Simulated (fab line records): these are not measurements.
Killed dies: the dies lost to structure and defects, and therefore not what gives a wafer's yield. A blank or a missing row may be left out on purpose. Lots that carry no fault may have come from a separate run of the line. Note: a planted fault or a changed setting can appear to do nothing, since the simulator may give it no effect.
A single fault, viewed from 2 desks / flow n5_finfet / each desk holds nothing but its own numbers, with what lay behind them at the end

FOR THE TOOL OWNER'S DESK: plasma_asher-01
The tool's own readings at N5_STI_FIN_REVEAL_OXIDATION_31 (chemistry O2 PLASMA REMOTE, time 20 s): means of the sampled wafers that have a number, for each lot that ran on this tool. Marked OUT: a lot whose mean sits more than 4 standard deviations from the usual mean, which makes it out of limits; the brackets give that distance.
Columns: A = chamber_pressure_mTorr at N5_STI_FIN_REVEAL_OXIDATION_31, usual 999.9 mTorr; B = drypump_motor_current_A at N5_STI_FIN_REVEAL_OXIDATION_31, usual 5.67 A; C = heater_power_w at N5_STI_FIN_REVEAL_OXIDATION_31, usual 147 W
lot=L230; first seen here=day 2 19:25; A=1000.1; B=5.64; C=140
lot=L231; first seen here=day 3 01:46; A=1000.8; B=5.63; C=139
lot=L233; first seen here=day 3 12:36; A=1000.2; B=5.61; C=138
lot=L235; first seen here=day 4 01:22; A=1000.0; B=5.62; C=138
lot=L238; first seen here=day 4 18:41; A=1000.2; B=5.63; C=138
lot=L239; first seen here=day 5 00:54; A=1000.3; B=5.62; C=135
lot=L240; first seen here=day 5 08:38; A=1000.9; B=5.63; C=137
lot=L241; first seen here=day 5 13:22; A=999.7; B=5.59; C=136
Result from this desk: across the 8 lots, nothing is out of limits.

METROLOGY DESK
What the gauges read for every lot (on any tool): the sampled wafers with a number, averaged. Marked OUT: a lot whose mean sits more than 4 standard deviations from the usual mean, which makes it out of limits; the brackets give that distance. Readings shown: 7 of its 12, picked as those furthest out on some lot.
Columns: A = DIBL_P at N5_BEOL_M4_RC_MEAS_101, usual 37.0 mV/V; B = ION_N at N5_BEOL_M4_RC_MEAS_101, usual 680 uA/um; C = ION_P at N5_BEOL_M4_RC_MEAS_101, usual 466 uA/um; D = REXT_P at N5_BEOL_M4_RC_MEAS_101, usual 101.0 ohm.um; E = SS_P at N5_BEOL_M4_RC_MEAS_101, usual 73.5 mV/dec; F = VT_N at N5_BEOL_M4_RC_MEAS_101, usual 248 mV; G = VT_N_LONG at N5_BEOL_M4_RC_MEAS_101, usual 274.8 mV
lot=L231; first seen here=day 8 01:04; A=39.0; B=701; C=478; D=98.8; E=74.0; F=243; G=270.5
lot=L230; first seen here=day 8 09:34; A=36.4; B=677; C=458; D=101.5; E=73.5; F=250; G=276.3
lot=L233; first seen here=day 9 08:22; A=36.5; B=670; C=450; D=101.2; E=73.1; F=250; G=276.8
lot=L235; first seen here=day 9 13:09; A=35.8; B=691; C=466; D=99.8; E=73.6; F=249; G=275.8
lot=L239; first seen here=day 10 14:43; A=38.6; B=675; C=470; D=102.7; E=73.7; F=249; G=277.4
lot=L238; first seen here=day 10 14:59; A=32.9; B=653; C=458; D=106.0; E=72.7; F=255; G=277.4
lot=L240; first seen here=day 10 16:55; A=35.0; B=671; C=475; D=102.7; E=73.4; F=250; G=275.5
lot=L241; first seen here=day 10 22:02; A=30.2; B=663; C=458; D=106.9; E=71.5; F=256; G=279.3
lot=L242; first seen here=day 11 07:29; A=36.3; B=680; C=462; D=99.9; E=73.4; F=249; G=277.2
lot=L252; first seen here=day 13 11:31; A=39.0; B=694; C=480; D=102.3; E=74.2; F=242; G=272.1
Result from this desk: across the 10 lots, nothing is out of limits.

BROUGHT TOGETHER
The desk of the tool owner found nothing out of limits.
Nothing out of limits was seen by the metrology desk.

WHAT WAS PUT IN BY THE SIMULATOR
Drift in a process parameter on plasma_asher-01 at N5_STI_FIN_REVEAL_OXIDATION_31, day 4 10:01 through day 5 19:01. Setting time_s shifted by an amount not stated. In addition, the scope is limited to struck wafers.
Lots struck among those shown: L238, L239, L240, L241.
